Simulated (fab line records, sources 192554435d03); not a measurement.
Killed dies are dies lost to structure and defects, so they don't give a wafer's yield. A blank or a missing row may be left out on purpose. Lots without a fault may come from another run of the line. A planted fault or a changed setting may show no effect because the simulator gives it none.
Chamber matching | flow n5_finfet | N5_FIN_SAQP_ETCH_64 on rie_si-01: 4 sister chambers
The step etches SiO2 in CF4, target depth 1.5 nm. 16 wafers are shown with their chamber, then 8 later ones without.

WAFERS WITH THEIR CHAMBER
wafer  | chamber | drypump_motor_current_A (A) | throttle_valve_pct (%) | oes_product_au (a.u.)
L077.1 | 0       | 5.3                         | 21.79                  | 1.006
L077.3 | 3       | 6.7                         | 21.79                  | 0.978
L077.6 | 1       | 5.3                         | 21.64                  | 1.022
L078.2 | 2       | 5.8                         | 21.37                  | 0.988
L078.4 | 1       | 5.3                         | 21.66                  | 1.030
L078.5 | 3       | 6.7                         | 21.80                  | 0.990
L082.1 | 1       | 5.3                         | 21.67                  | 1.017
L082.3 | 3       | 6.7                         | 21.81                  | 0.979
L082.5 | 1       | 5.3                         | 21.66                  | 1.026
L083.1 | 1       | 5.3                         | 21.66                  | 1.016
L083.5 | 1       | 5.3                         | 21.64                  | 1.019
L083.6 | 0       | 5.3                         | 21.81                  | 1.021
L085.3 | 0       | 5.3                         | 21.80                  | 1.011
L085.5 | 2       | 5.7                         | 21.37                  | 0.989
L085.6 | 1       | 5.3                         | 21.66                  | 1.013
L088.1 | 3       | 6.6                         | 21.78                  | 0.988

SIGNATURES (means of the wafers above)
reading                 | chamber 0 | chamber 1 | chamber 2 | chamber 3 | scatter within a chamber
drypump_motor_current_A | 5.300     | 5.300     | 5.750     | 6.675     | 0.0323
throttle_valve_pct      | 21.8000   | 21.6557   | 21.3700   | 21.7950   | 0.0111
oes_product_au          | 1.01267   | 1.02043   | 0.98850   | 0.98375   | 0.00608
Rule: a wafer's distance from a chamber is the root of the sum, over the readings, of the square of ((its reading less the chamber's mean) divided by the reading's scatter). The wafer belongs to the nearest chamber; if the next one is less than 2 further off, it can't be placed. The scatter: the root of (the sum of the squares of (reading less its chamber's mean) over the shown wafers, divided by (wafers less chambers)).

WAFERS WITHOUT THEIR CHAMBER
wafer  | drypump_motor_current_A (A) | throttle_valve_pct (%) | oes_product_au (a.u.)
L088.4 | 5.3                         | 21.82                  | 1.013
L088.5 | 5.3                         | 21.66                  | 1.023
L091.3 | 6.7                         | 21.79                  | 0.976
L091.4 | 5.3                         | 21.80                  | 1.004
L091.6 | 5.3                         | 21.67                  | 1.022
L093.3 | 6.7                         | 21.80                  | 0.977
L093.4 | 5.3                         | 21.65                  | 1.021
L093.6 | 5.8                         | 21.38                  | 0.984

WHICH CHAMBER EACH WENT THROUGH
wafer  | from the rows above | in truth
L088.4 | 0                   | 0
L088.5 | 1                   | 1
L091.3 | 3                   | 3
L091.4 | 0                   | 0
L091.6 | 1                   | 1
L093.3 | 3                   | 3
L093.4 | 1                   | 1
L093.6 | 2                   | 2
Placed correctly: 8 of 8. Can't be placed from these rows: 0. Placed wrongly: 0.
